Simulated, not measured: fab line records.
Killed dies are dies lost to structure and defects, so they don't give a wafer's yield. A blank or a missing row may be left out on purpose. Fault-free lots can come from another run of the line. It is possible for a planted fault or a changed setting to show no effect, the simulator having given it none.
Which tool was responsible? -- flow nand_harc -- 39 wafers from 13 lots sampled at 4 of the route's 1302 steps

WHAT THE GAUGES SHOWED, per wafer
NHARC_END_WLT_00. Usual: VT_DECK1_BOTTOM 0.872, standard deviation 0.0071; VT_DECK1_BOTTOM_INNER 0.872, standard deviation 0.0071; VT_DECK1_MEDIAN_NEAR_BOTTOM 0.873, standard deviation 0.0067; VT_DECK1_MEDIAN_NEAR_BOTTOM_INNER 0.873, standard deviation 0.0071; VT_DECK1_MIDDLE 0.886, standard deviation 0.0062; VT_DECK1_MIDDLE_INNER 0.886, standard deviation 0.0066; VT_DECK1_TOP 0.899, standard deviation 0.007; VT_DECK1_TOP_INNER 0.898, standard deviation 0.0066; VT_DECK2_BOTTOM 0.871, standard deviation 0.0085; VT_DECK2_BOTTOM_INNER 0.871, standard deviation 0.0083; VT_DECK2_MEDIAN_NEAR_BOTTOM 0.873, standard deviation 0.0087; VT_DECK2_MEDIAN_NEAR_BOTTOM_INNER 0.872, standard deviation 0.0089; VT_DECK2_MIDDLE 0.884, standard deviation 0.0083; VT_DECK2_MIDDLE_INNER 0.885, standard deviation 0.0086; VT_DECK2_TOP 0.896, standard deviation 0.0083; VT_DECK2_TOP_INNER 0.897, standard deviation 0.0081.
lot,measured,on,VT_DECK1_BOTTOM,VT_DECK1_BOTTOM_INNER,VT_DECK1_MEDIAN_NEAR_BOTTOM,VT_DECK1_MEDIAN_NEAR_BOTTOM_INNER,VT_DECK1_MIDDLE,VT_DECK1_MIDDLE_INNER,VT_DECK1_TOP,VT_DECK1_TOP_INNER,VT_DECK2_BOTTOM,VT_DECK2_BOTTOM_INNER,VT_DECK2_MEDIAN_NEAR_BOTTOM,VT_DECK2_MEDIAN_NEAR_BOTTOM_INNER,VT_DECK2_MIDDLE,VT_DECK2_MIDDLE_INNER,VT_DECK2_TOP,VT_DECK2_TOP_INNER,flag
L701,day 24 09:38,prober-02,0.871 0.864 0.870,0.859 0.869 0.871,0.871 0.866 0.876,0.871 0.867 0.875,0.890 0.880 0.877,0.878 0.878 0.882,0.887 0.898 0.893,0.893 0.899 0.900,0.880 0.873 0.870,0.872 0.870 0.869,0.875 0.876 0.879,0.876 0.862 0.869,0.886 0.886 0.883,0.887 0.898 0.887,0.908 0.897 0.898,0.904 0.900 0.897,
L702,day 24 15:26,prober-01,0.861 0.868 0.866,0.871 0.864 0.873,0.871 0.865 0.871,0.862 0.869 0.868,0.877 0.878 0.881,0.875 0.887 0.873,0.892 0.892 0.898,0.891 0.893 0.887,0.877 0.872 0.886,0.880 0.872 0.894,0.876 0.882 0.894,0.878 0.885 0.889,0.895 0.898 0.897,0.895 0.890 0.898,0.908 0.901 0.911,0.907 0.911 0.910,
L704,day 25 05:40,prober-01,0.873 0.874 0.871,0.866 0.876 0.865,0.872 0.878 0.865,0.869 0.871 0.874,0.891 0.893 0.882,0.887 0.884 0.881,0.897 0.902 0.896,0.889 0.901 0.899,0.871 0.863 0.875,0.877 0.872 0.871,0.879 0.867 0.874,0.879 0.874 0.873,0.889 0.879 0.883,0.883 0.881 0.890,0.894 0.891 0.898,0.896 0.892 0.893,
L705,day 25 20:51,prober-02,0.870 0.866 0.878,0.873 0.872 0.877,0.872 0.875 0.880,0.874 0.880 0.875,0.893 0.885 0.890,0.890 0.887 0.887,0.898 0.894 0.901,0.901 0.907 0.896,0.865 0.855 0.862,0.850 0.854 0.858,0.856 0.856 0.854,0.858 0.865 0.858,0.870 0.871 0.874,0.868 0.869 0.868,0.888 0.886 0.885,0.884 0.888 0.883,
L708,day 27 13:56,prober-01,0.893 0.890 0.884,0.887 0.891 0.883,0.888 0.878 0.876,0.892 0.881 0.887,0.901 0.900 0.900,0.898 0.899 0.897,0.906 0.917 0.914,0.914 0.910 0.914,0.874 0.866 0.877,0.880 0.872 0.871,0.880 0.876 0.876,0.873 0.875 0.877,0.887 0.890 0.893,0.889 0.891 0.890,0.904 0.901 0.901,0.906 0.904 0.906,
L714,day 29 15:05,prober-02,0.875 0.865 0.873,0.871 0.874 0.874,0.870 0.870 0.869,0.873 0.865 0.869,0.886 0.892 0.890,0.882 0.894 0.885,0.901 0.907 0.893,0.905 0.903 0.905,0.855 0.862 0.859,0.865 0.862 0.858,0.869 0.866 0.864,0.866 0.863 0.865,0.878 0.878 0.882,0.881 0.879 0.871,0.886 0.877 0.893,0.894 0.887 0.897,
L718,day 30 20:37,prober-01,0.874 0.869 0.877,0.874 0.874 0.881,0.884 0.878 0.882,0.882 0.883 0.882,0.897 0.881 0.890,0.882 0.895 0.884,0.898 0.904 0.893,0.906 0.896 0.893,0.862 0.866 0.868,0.860 0.868 0.868,0.876 0.866 0.882,0.861 0.869 0.873,0.881 0.883 0.881,0.878 0.886 0.882,0.891 0.895 0.896,0.891 0.897 0.889,
L717,day 30 20:08,prober-02,0.861 0.867 0.864,0.868 0.865 0.881,0.868 0.868 0.867,0.859 0.864 0.869,0.885 0.879 0.882,0.881 0.889 0.879,0.895 0.905 0.894,0.896 0.894 0.901,0.875 0.881 0.871,0.880 0.879 0.878,0.888 0.882 0.878,0.883 0.876 0.885,0.892 0.893 0.890,0.890 0.892 0.892,0.903 0.907 0.908,0.904 0.898 0.898,
L719,day 31 15:49,prober-01,0.868 0.875 0.877,0.870 0.871 0.868,0.870 0.873 0.868,0.873 0.875 0.875,0.885 0.885 0.886,0.890 0.889 0.888,0.896 0.898 0.891,0.900 0.899 0.898,0.864 0.862 0.866,0.865 0.873 0.879,0.871 0.862 0.873,0.872 0.866 0.877,0.884 0.882 0.888,0.888 0.880 0.890,0.893 0.898 0.891,0.901 0.892 0.893,
L720,day 31 23:37,prober-01,0.881 0.875 0.864,0.874 0.871 0.867,0.879 0.875 0.876,0.879 0.867 0.872,0.890 0.889 0.886,0.884 0.882 0.879,0.895 0.901 0.900,0.898 0.897 0.901,0.875 0.875 0.868,0.870 0.871 0.865,0.871 0.873 0.865,0.877 0.877 0.865,0.876 0.881 0.876,0.891 0.885 0.883,0.889 0.887 0.887,0.900 0.898 0.892,
L721,day 31 23:08,prober-02,0.879 0.877 0.867,0.886 0.885 0.867,0.878 0.879 0.874,0.876 0.880 0.862,0.885 0.892 0.891,0.893 0.886 0.885,0.900 0.901 0.900,0.893 0.901 0.899,0.867 0.858 0.864,0.861 0.859 0.871,0.861 0.866 0.871,0.872 0.857 0.872,0.877 0.880 0.890,0.877 0.874 0.885,0.889 0.892 0.903,0.893 0.893 0.898,
L722,day 33 02:13,prober-01,0.879 0.875 0.884,0.884 0.878 0.876,0.871 0.880 0.872,0.883 0.879 0.882,0.893 0.894 0.893,0.895 0.891 0.890,0.913 0.902 0.910,0.903 0.904 0.903,0.870 0.876 0.866,0.877 0.876 0.867,0.876 0.880 0.876,0.868 0.872 0.864,0.893 0.890 0.888,0.888 0.889 0.878,0.904 0.900 0.898,0.899 0.894 0.902,
L724,day 34 12:54,prober-02,0.865 0.870 0.871,0.870 0.870 0.865,0.874 0.868 0.869,0.871 0.871 0.867,0.885 0.882 0.872,0.886 0.880 0.880,0.884 0.889 0.892,0.887 0.893 0.897,0.863 0.875 0.879,0.870 0.877 0.861,0.870 0.883 0.871,0.870 0.878 0.876,0.883 0.888 0.888,0.886 0.885 0.881,0.897 0.895 0.899,0.894 0.888 0.885,

NHARC_END_SORT_01. Usual: killed_at_array 55, standard deviation 15; killed_at_other 1.0, standard deviation 1.2; killed_at_periphery 3.4, standard deviation 2.2; killed_dies 59, standard deviation 15; killed_open 3.2, standard deviation 2; killed_short 2.5, standard deviation 1.7.
lot,measured,on,killed_at_array,killed_at_other,killed_at_periphery,killed_dies,killed_open,killed_short,flag
L714,day 29 19:01,prober-02,75 150 54,1 0 2,5 1 2,81 151 58,5 1 1,3 2 3,

WHAT TOOL EACH LOT RAN ON (gives the tool, then ch and the chambers of the sampled wafers, and finally the start)
lot,NHARC_A_BLC_PRE_CLEAN_31,NHARC_THIN_TSV_PRE_CLEAN_50
L701,"pvd_sputter-01, day 22 19:20","pvd_sputter-01, day 24 09:38 or earlier"
L702,"pvd_sputter-01, day 23 01:26","pvd_sputter-02, day 24 15:26 or earlier"
L704,"pvd_sputter-01, day 23 15:20","pvd_sputter-02, day 25 05:40 or earlier"
L705,"pvd_sputter-02, day 24 01:31","pvd_sputter-03, day 25 20:51 or earlier"
L708,"pvd_sputter-02, day 25 18:53","pvd_sputter-02, day 27 13:56 or earlier"
L714,"pvd_sputter-03, day 27 23:32","pvd_sputter-03, day 29 15:05 or earlier"
L718,"pvd_sputter-01, day 29 04:26","pvd_sputter-01, day 30 20:37 or earlier"
L717,"pvd_sputter-02, day 29 06:12","pvd_sputter-03, day 30 20:08 or earlier"
L719,"pvd_sputter-01, day 30 00:45","pvd_sputter-01, day 31 15:49 or earlier"
L720,"pvd_sputter-02, day 30 05:53","pvd_sputter-01, day 31 23:37 or earlier"
L721,"pvd_sputter-02, day 30 10:08","pvd_sputter-02, day 31 23:08 or earlier"
L722,"pvd_sputter-02, day 31 03:55","pvd_sputter-02, day 33 02:13 or earlier"
L724,"pvd_sputter-02, day 32 22:32","pvd_sputter-01, day 34 12:54 or earlier"
- NHARC_A_BLC_PRE_CLEAN_31: time 15 s.
- NHARC_THIN_TSV_PRE_CLEAN_50: time 30 s.

WHAT THE TOOLS THEMSELVES READ (means of the sampled wafers that have a number; where no wafer has one, the mark that the record gives instead)
NHARC_THIN_TSV_PRE_CLEAN_50. Usual: 407 W for heater_power_w, sd 22.
lot,tool,heater_power_w (W),flag
L701,pvd_sputter-01,402,
L702,pvd_sputter-02,392,
L704,pvd_sputter-02,391,
L705,pvd_sputter-03,418,
L708,pvd_sputter-02,383,
L714,pvd_sputter-03,448,
L718,pvd_sputter-01,395,
L717,pvd_sputter-03,412,
L719,pvd_sputter-01,415,
L720,pvd_sputter-01,411,
L721,pvd_sputter-02,394,
L722,pvd_sputter-02,407,
L724,pvd_sputter-01,400,

THE ANSWER, worked out from the rows above alone
Rule: take the mean of a lot's wafers that have a number; if it is more than 3 standard deviations from the usual mean, the lot is off. A lot without any number at a reading at which 4 lots or more have one is off too. The other lots that the step has rows for count as sound. Order of review: gauges by route order, followed by the tools' own readings, for which a lot's mean as printed above is used. The first step at which some lot is off is used, and at that step the reading that is off furthest; a lot without a number counts as furthest.
No lot is off on any of the readings shown, so nothing can be concluded from this.

WHAT HAD BEEN PUT IN BY THE SIMULATOR
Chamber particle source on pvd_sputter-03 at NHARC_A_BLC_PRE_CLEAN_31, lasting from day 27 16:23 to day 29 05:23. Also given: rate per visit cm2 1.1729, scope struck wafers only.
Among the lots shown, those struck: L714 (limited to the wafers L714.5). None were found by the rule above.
